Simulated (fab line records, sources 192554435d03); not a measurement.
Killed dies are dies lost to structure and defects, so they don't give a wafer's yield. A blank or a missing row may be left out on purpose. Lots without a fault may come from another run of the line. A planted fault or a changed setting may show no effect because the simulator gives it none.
Which tool did it? | flow n5_finfet | 9 lots, 27 wafers sampled, at 5 steps of a route of 1938

WHAT THE GAUGES READ, wafer by wafer
N5_BEOL_M4_RC_MEAS_101. Usual: DIBL_N 36.2 mV/V, standard deviation 1.6; DIBL_P 36.5 mV/V, standard deviation 1.9; IOFF_N 0.158 nA/um, standard deviation 0.027; IOFF_P 0.21 nA/um, standard deviation 0.038; ION_N 675 uA/um, standard deviation 12; ION_P 464 uA/um, standard deviation 8.9; SS_N 71.5 mV/dec, standard deviation 0.61; SS_P 73.4 mV/dec, standard deviation 0.59; VT_N 250.4 mV, standard deviation 3; VT_P -250 mV, standard deviation 3.6.
lot  | measured     | on        | DIBL_N (mV/V)  | DIBL_P (mV/V)  | IOFF_N (nA/um)    | IOFF_P (nA/um) | ION_N (uA/um) | ION_P (uA/um) | SS_N (mV/dec)  | SS_P (mV/dec)  | VT_N (mV)         | VT_P (mV)      | flag
L564 | day 7 20:24  | prober-01 | 37.7 36.3 38.5 | 38.5 36.5 39.0 | 0.175 0.146 0.194 | 0.26 0.22 0.27 | 683 676 683   | 474 472 468   | 72.3 71.1 72.0 | 74.0 73.0 74.1 | 251.0 251.9 247.4 | -247 -250 -245 |
L568 | day 9 00:47  | prober-02 | 37.8 37.4 35.7 | 36.5 37.5 34.7 | 0.156 0.165 0.122 | 0.20 0.21 0.17 | 672 676 653   | 455 462 452   | 70.3 71.3 70.5 | 73.7 73.5 72.9 | 252.7 248.5 254.3 | -250 -248 -253 |
L569 | day 9 10:29  | prober-01 | 37.8 38.4 39.3 | 37.8 38.4 39.3 | 0.168 0.180 0.192 | 0.21 0.22 0.24 | 684 689 680   | 461 461 463   | 72.0 71.5 71.3 | 73.6 74.4 74.3 | 253.7 249.0 251.1 | -250 -250 -253 |
L570 | day 9 19:01  | prober-01 | 34.9 34.2 36.7 | 34.8 34.6 37.9 | 0.129 0.121 0.165 | 0.20 0.19 0.25 | 673 665 685   | 465 461 474   | 71.5 71.3 72.1 | 73.4 72.7 73.2 | 255.7 254.4 248.9 | -249 -251 -245 |
L574 | day 10 11:46 | prober-01 | 34.9 36.5 38.2 | 35.8 37.3 39.0 | 0.142 0.175 0.209 | 0.19 0.20 0.25 | 671 691 705   | 463 464 474   | 70.5 70.8 72.8 | 73.5 73.8 73.6 | 251.0 245.7 246.5 | -250 -251 -246 |
L580 | day 12 15:55 | prober-01 | 36.6 37.2 35.2 | 37.1 37.6 36.7 | 0.172 0.176 0.142 | 0.21 0.22 0.20 | 666 669 673   | 463 458 462   | 72.4 72.7 71.5 | 72.5 74.3 73.6 | 249.4 250.6 252.4 | -252 -252 -253 |
L581 | day 12 17:14 | prober-01 | 35.9 37.0 38.6 | 35.2 37.2 40.1 | 0.144 0.162 0.212 | 0.20 0.23 0.30 | 699 691 705   | 475 467 488   | 71.7 71.6 72.1 | 73.5 74.1 74.0 | 248.9 248.4 245.7 | -250 -251 -242 |
L585 | day 14 08:34 | prober-02 | 35.0 34.2 32.9 | 34.8 34.5 33.3 | 0.149 0.141 0.116 | 0.22 0.22 0.19 | 664 686 666   | 463 482 469   | 71.1 70.4 71.3 | 72.8 73.0 73.1 | 250.4 249.9 252.7 | -248 -248 -251 |
L586 | day 14 01:01 | prober-01 | 38.4 36.2 36.0 | 38.9 36.3 35.3 | 0.223 0.157 0.158 | 0.30 0.23 0.21 | 690 666 675   | 478 461 461   | 73.0 71.9 71.6 | 74.6 73.7 72.9 | 246.9 252.2 252.8 | -245 -248 -252 |

WHICH TOOL RAN EACH LOT (tool, then ch and the chambers of the sampled wafers, then the start)
lot  | N5_FIN_SAQP_SPACER2_ALD_28       | N5_FIN_SAQP_MANDREL2_REMOVE_60  | N5_FIN_SAQP_STRIP_77              | N5_FIN_CUT_ETCH_30
L564 | ald_sin-02 ch 2,3, day 2 06:53   | rie_si-01 ch 0,1,2, day 2 07:19 | rie_diel-04 ch 0,1,3, day 2 07:34 | rie_diel-01 ch 1,2, day 2 08:36
L568 | ald_sin-02 ch 1,3, day 3 06:38   | rie_si-04 ch 0,2, day 3 07:02   | rie_diel-02 ch 0,2, day 3 07:17   | rie_diel-06 ch 0,1,2, day 3 08:13
L569 | ald_sin-04 ch 1,2,3, day 3 13:37 | rie_si-01 ch 2,3, day 3 14:02   | rie_diel-04 ch 0,2,3, day 3 14:17 | rie_diel-01 ch 0,1,3, day 3 15:19
L570 | ald_sin-04 ch 0,1, day 3 18:34   | rie_si-06 ch 1,2, day 3 18:58   | rie_diel-05 ch 1,2, day 3 19:13   | rie_diel-03 ch 1,2,3, day 3 20:07
L574 | ald_sin-04 ch 0,1, day 4 19:01   | rie_si-06 ch 1,2, day 4 19:25   | rie_diel-05 ch 2,3, day 4 19:41   | rie_diel-01 ch 0,2,3, day 4 20:42
L580 | ald_sin-04 ch 0,3, day 6 06:47   | rie_si-01 ch 0,3, day 6 07:12   | rie_diel-02 ch 0,2, day 6 07:27   | rie_diel-06 ch 1,2,3, day 6 08:29
L581 | ald_sin-04 ch 0,1,3, day 6 22:44 | rie_si-06 ch 0,2,3, day 6 23:11 | rie_diel-05 ch 0,1,3, day 6 23:26 | rie_diel-01 ch 1,2,3, day 7 00:27
L585 | ald_sin-01 ch 2,3, day 7 13:24   | rie_si-06 ch 0,2,3, day 7 13:49 | rie_diel-02 ch 0,1, day 7 14:04   | rie_diel-01 ch 1,2,3, day 7 15:08
L586 | ald_sin-02 ch 1,2,3, day 7 18:40 | rie_si-04 ch 0,2, day 7 19:26   | rie_diel-02 ch 0,1, day 7 19:42   | rie_diel-06 ch 2,3, day 7 20:44
- N5_FIN_SAQP_SPACER2_ALD_28: deposits SiO2, target thk 8.1 nm, pulse time 1 s, purge time 2 s.
- N5_FIN_SAQP_MANDREL2_REMOVE_60: chemistry HBr/Cl2/O2, target a-Si, stops on SiNx, bt time 10 s.
- N5_FIN_SAQP_STRIP_77: strips in N2/H2, time 90 s.
- N5_FIN_CUT_ETCH_30: etches underlayer in N2/H2, target depth 13 nm, time 10.4 s.

WHAT THE TOOLS THEMSELVES READ (means of the sampled wafers that have a number; where no wafer has one, the mark that the record gives instead)
N5_FIN_SAQP_SPACER2_ALD_28. Usual: heater_power_outer_w 240 W, standard deviation 30; heater_power_w 437 W, standard deviation 41; precursor_pulse_height_rel 1.000, standard deviation 0.019.
lot  | tool       | heater_power_outer_w (W) | heater_power_w (W) | precursor_pulse_height_rel | flag
L564 | ald_sin-02 | 241                      | 435                | 1.022                      |
L568 | ald_sin-02 | 223                      | 432                | 0.995                      |
L569 | ald_sin-04 | 242                      | 439                | 1.002                      |
L570 | ald_sin-04 | 214                      | 391                | 0.995                      |
L574 | ald_sin-04 | 216                      | 391                | 0.999                      |
L580 | ald_sin-04 | 203                      | 394                | 1.004                      |
L581 | ald_sin-04 | 221                      | 424                | 0.987                      |
L585 | ald_sin-01 | 283                      | 498                | 0.999                      |
L586 | ald_sin-02 | 221                      | 410                | 0.993                      |

N5_FIN_SAQP_MANDREL2_REMOVE_60. Usual: drypump_motor_current_A 5.6 A, standard deviation 0.34; he_backside_leak_sccm 2.8 sccm, standard deviation 0.39; oes_o_777_au 0.99 a.u., standard deviation 0.054; oes_product_au 1.006 a.u., standard deviation 0.026; throttle_valve_pct 36.64 %, standard deviation 0.26.
lot  | tool      | drypump_motor_current_A (A) | he_backside_leak_sccm (sccm) | oes_o_777_au (a.u.) | oes_product_au (a.u.) | throttle_valve_pct (%) | flag
L564 | rie_si-01 | 5.5                         | 2.9                          | 0.98                | 1.014                 | 36.79                  |
L568 | rie_si-04 | 5.5                         | 2.6                          | 0.98                | 1.011                 | 36.74                  |
L569 | rie_si-01 | 5.8                         | 2.4                          | 0.99                | 1.039                 | 36.63                  |
L570 | rie_si-06 | 5.3                         | 3.0                          | 0.98                | 0.998                 | 36.71                  |
L574 | rie_si-06 | 5.3                         | 2.9                          | 0.98                | 0.991                 | 36.70                  |
L580 | rie_si-01 | 5.6                         | 2.8                          | 0.94                | 1.023                 | 36.96                  |
L581 | rie_si-06 | 5.6                         | 2.9                          | 1.02                | 1.004                 | 36.58                  |
L585 | rie_si-06 | 5.6                         | 2.9                          | 1.03                | 1.012                 | 36.57                  |
L586 | rie_si-04 | 5.5                         | 2.5                          | 0.98                | 1.009                 | 36.74                  |

N5_FIN_SAQP_STRIP_77. Usual: drypump_motor_current_A 5.8 A, standard deviation 0.45; oes_product_au 0.80 a.u., standard deviation 0.1; rf_vpp_V 45.4 V, standard deviation 0.96; showerhead_plenum_p_Torr 3.41 Torr, standard deviation 0.12; throttle_valve_pct 12.16 %, standard deviation 0.26.
lot  | tool        | drypump_motor_current_A (A) | oes_product_au (a.u.) | rf_vpp_V (V) | showerhead_plenum_p_Torr (Torr) | throttle_valve_pct (%) | flag
L564 | rie_diel-04 | 5.7                         | 0.71                  | 45.3         | 3.43                            | 12.20                  |
L568 | rie_diel-02 | 6.1                         | 0.83                  | 45.6         | 3.45                            | 11.91                  |
L569 | rie_diel-04 | 5.9                         | 0.72                  | 45.2         | 3.39                            | 12.17                  |
L570 | rie_diel-05 | 6.3                         | 0.80                  | 44.8         | 3.45                            | 12.41                  |
L574 | rie_diel-05 | 5.7                         | 0.88                  | 46.4         | 3.58                            | 12.16                  |
L580 | rie_diel-02 | 6.0                         | 0.76                  | 45.5         | 3.33                            | 12.09                  |
L581 | rie_diel-05 | 5.5                         | 0.91                  | 45.8         | 3.41                            | 12.01                  |
L585 | rie_diel-02 | 5.5                         | 0.82                  | 46.1         | 3.37                            | 12.11                  |
L586 | rie_diel-02 | 5.5                         | 0.81                  | 45.2         | 3.37                            | 12.11                  |

N5_FIN_CUT_ETCH_30. Usual: drypump_motor_current_A 5.7 A, standard deviation 0.58; etch_rf_on_time_s 10.43 s, standard deviation 0.27; oes_product_au 0.66 a.u., standard deviation 0.069; rf_vpp_V 524.5 V, standard deviation 2.3; showerhead_plenum_p_Torr 2.56 Torr, standard deviation 0.076; throttle_valve_pct 17.85 %, standard deviation 0.18.
lot  | tool        | drypump_motor_current_A (A) | etch_rf_on_time_s (s) | oes_product_au (a.u.) | rf_vpp_V (V) | showerhead_plenum_p_Torr (Torr) | throttle_valve_pct (%) | flag
L564 | rie_diel-01 | 5.2                         | 10.36                 | 0.67                  | 526.5        | 2.62                            | 17.75                  |
L568 | rie_diel-06 | 5.4                         | 10.62                 | 0.63                  | 522.1        | 2.49                            | 17.80                  |
L569 | rie_diel-01 | 5.3                         | 9.17                  | 0.71                  | 525.0        | 2.55                            | 17.96                  | OFF
L570 | rie_diel-03 | 5.9                         | 10.44                 | 0.60                  | 525.5        | 2.59                            | 17.98                  |
L574 | rie_diel-01 | 5.7                         | 7.84                  | 0.83                  | 523.2        | 2.52                            | 17.99                  | OFF
L580 | rie_diel-06 | 5.2                         | 10.36                 | 0.71                  | 525.2        | 2.56                            | 17.60                  |
L581 | rie_diel-01 | 5.6                         | 10.52                 | 0.65                  | 524.9        | 2.54                            | 17.88                  |
L585 | rie_diel-01 | 5.6                         | 10.50                 | 0.64                  | 523.8        | 2.54                            | 17.90                  |
L586 | rie_diel-06 | 5.5                         | 10.37                 | 0.72                  | 525.9        | 2.61                            | 17.60                  |

THE ANSWER, worked out from the rows above alone
Rule: a lot is off if the mean of its wafers that have a number lies more than 3 standard deviations from the usual mean. A lot without any number at a reading at which 4 lots or more have one is off too. The other lots that the step has rows for count as sound. The gauges are gone through in route order, then the tools' own readings, and for those a lot's mean is taken as printed above. The first step at which some lot is off is used, and at that step the reading that is off furthest; a lot without a number counts as furthest.
Off: L569, L574, at N5_FIN_CUT_ETCH_30 (etch_rf_on_time_s).
A tool fits if, at that step or a process step before it, it ran every lot that is off, and no sound lot after the first of them. None of those tried fits.

WHAT THE SIMULATOR HAD PUT IN
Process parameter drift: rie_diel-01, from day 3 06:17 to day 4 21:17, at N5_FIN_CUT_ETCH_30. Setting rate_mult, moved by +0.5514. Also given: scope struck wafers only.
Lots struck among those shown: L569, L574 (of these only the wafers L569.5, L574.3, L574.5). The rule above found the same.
